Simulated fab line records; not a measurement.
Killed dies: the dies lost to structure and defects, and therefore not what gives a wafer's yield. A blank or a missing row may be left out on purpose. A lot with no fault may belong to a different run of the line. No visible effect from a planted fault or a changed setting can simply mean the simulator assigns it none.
A lot that was struck, set against a sound lot ; flow nand-harc ; 18 out of 1302 route steps
Sound: the wafers L149.2, L149.3, L149.6. Struck: wafers L134.1, L134.2, L134.5. Last of all comes the cause.
Per side, at each step with rows, come the tool, then ch with its chambers, and then its first start. Under that, the readings that differ: sound wafers ; struck wafers ; difference of the means ; sigmas: that difference in standard deviations of wafers without a fault.
alike: readings with means less than 2 such deviations apart, plus words and numbers identical on both sides. not compared: withheld readings, readings lacking a value on some wafer, bounds such as >300 that could conceal the same value, and numbers that have no deviation in the record and whose values overlap.
The two part at a step that has a row with sigmas, a row that says differs or no value, or rows on one side only. Non-overlapping numbers with no deviation appear without sigmas and do not part them. Lack of a reading on every wafer of one side parts them only where that side has two or more wafers.

NHARC_P_ZERO_WELL_CD_MEAS_24: the cd target is 720 nm.
  sound on cd-sem-02 ch 0, day 9 20:20; struck on cd-sem-03 ch 0, day 3 14:35
  alike: cd-nm
then, 1 step without rows for these wafers: NHARC_P_ZERO_WELL_HARDBAKE_25 (time 80 s).
NHARC_P_ZERO_WELL_DESCUM_26: chemistry O2, time 3 s.
  sound on rie-diel-09 ch 1,2, day 9 20:29; struck on rie-diel-01 ch 2,3, day 3 14:44
  alike: drypump-motor-current-A, oes-product-au, rf-vpp-V, showerhead-plenum-p-Torr, throttle-valve-pct
  not compared: rf-hours-counter-h
then, 9 steps without rows for these wafers: NHARC_P_ZERO_WELL_IMPLANT_27; NHARC_P_ZERO_WELL_IMPLANT_57; NHARC_P_ZERO_WELL_IMPLANT_58; NHARC_P_ZERO_WELL_STRIP_28 (strips in SPM, time 840 s); NHARC_P_ZERO_WELL_DEHYDRATE_29 (time 120 s); NHARC_P_ZERO_WELL_HMDS_30 (time 30 s); NHARC_P_ZERO_WELL_COAT_31; NHARC_P_ZERO_WELL_SOFTBAKE_32 (time 95 s); NHARC_P_ZERO_WELL_EBR_33.
NHARC_P_ZERO_WELL_EXPOSE_34: exposes mask P PWELL, target cd 720 nm.
  sound on krf-scanner-02 ch 0, day 9 21:42; struck on krf-scanner-01 ch 0, day 3 15:58
  alike: mask, stage-vel-mm-s
then, 2 steps without rows for these wafers: NHARC_P_ZERO_WELL_PEB_35 (peb time 85 s); NHARC_P_ZERO_WELL_DEVELOP_36 (time 70 s).
NHARC_P_ZERO_WELL_CD_MEAS_37: the cd target is 720 nm.
  sound on cd-sem-02 ch 0, day 9 21:51; struck on cd-sem-02 ch 0, day 3 16:08
reading;sound;struck;difference;sigmas
cd-nm (nm);718.9 719.1 719.9;727.9 728.2 724.1;+7.4;+5
then, 1 step without rows for these wafers: NHARC_P_ZERO_WELL_HARDBAKE_38 (time 80 s).
NHARC_END_SORT_01:
  the record has rows for the sound wafers here (prober-02 ch 0, day 32 21:49) and none for the struck ones

## WHERE THEY PART
Last at NHARC_END_SORT_01 as far as this record goes, first at NHARC_P_ZERO_WELL_CD_MEAS_37.

WHY: what the simulator had put in
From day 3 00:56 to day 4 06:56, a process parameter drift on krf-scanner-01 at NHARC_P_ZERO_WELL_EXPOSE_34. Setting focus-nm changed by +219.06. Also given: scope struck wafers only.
